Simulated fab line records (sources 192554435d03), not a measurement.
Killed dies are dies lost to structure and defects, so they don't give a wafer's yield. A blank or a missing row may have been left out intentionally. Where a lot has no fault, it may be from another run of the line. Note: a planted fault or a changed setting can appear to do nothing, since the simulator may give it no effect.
Which tool did it? ; flow n5Finfet ; route of 1938 steps, sampled at 1 step: 12 lots, 36 wafers

## WHAT THE GAUGES READ, wafer by wafer
N5_BEOL_M6_CD_MEAS_28 targets a cd of 40 nm.
lot;measured;on;cdNm (nm)
L075;day 9 02:11;cdSem-03;40.16 39.96 39.89
L077;day 9 18:50;cdSem-03;40.08 39.77 40.08
L079;day 10 09:26;cdSem-01;39.54 39.89 39.88
L081;day 10 16:17;cdSem-01;40.06 39.92 40.57
L082;day 11 01:43;cdSem-02;39.49 39.92 39.97
L085;day 11 18:32;cdSem-02;39.88 39.94 39.84
L087;day 12 09:49;cdSem-03;40.58 40.11 39.63
L090;day 12 14:38;cdSem-03;40.00 39.86 40.31
L091;day 12 23:59;cdSem-03;40.38 39.89 40.03
L095;day 13 15:04;cdSem-02;40.02 39.87 40.00
L094;day 14 02:14;cdSem-02;39.81 39.98 40.15
L097;day 14 13:08;cdSem-01;40.50 40.14 40.17

## TOOL THAT RAN EACH LOT (tool first, then ch and the chambers of the sampled wafers, then the start)
There is no process step in the record ahead of these readings.

## THE ANSWER, worked out from the rows above alone
Rule: what is usual is taken from the lots themselves. The widest of any qualifying gaps counts: lots, ordered by their means at a reading, are off when they make up no more than a third of the lots, leave a main group of 4 or more, and stand apart from it by 3 or more times the standard deviation of that group's means. A main group is skipped when, at the precision printed for the reading in the tables above, its means are all equal. A lot without any number at a reading at which 4 lots or more have one is off too. Where the step has rows for the other lots, those lots are counted as sound.
No lot is off on any of the readings shown, so nothing can be concluded from this.

## WHAT THE SIMULATOR PUT IN
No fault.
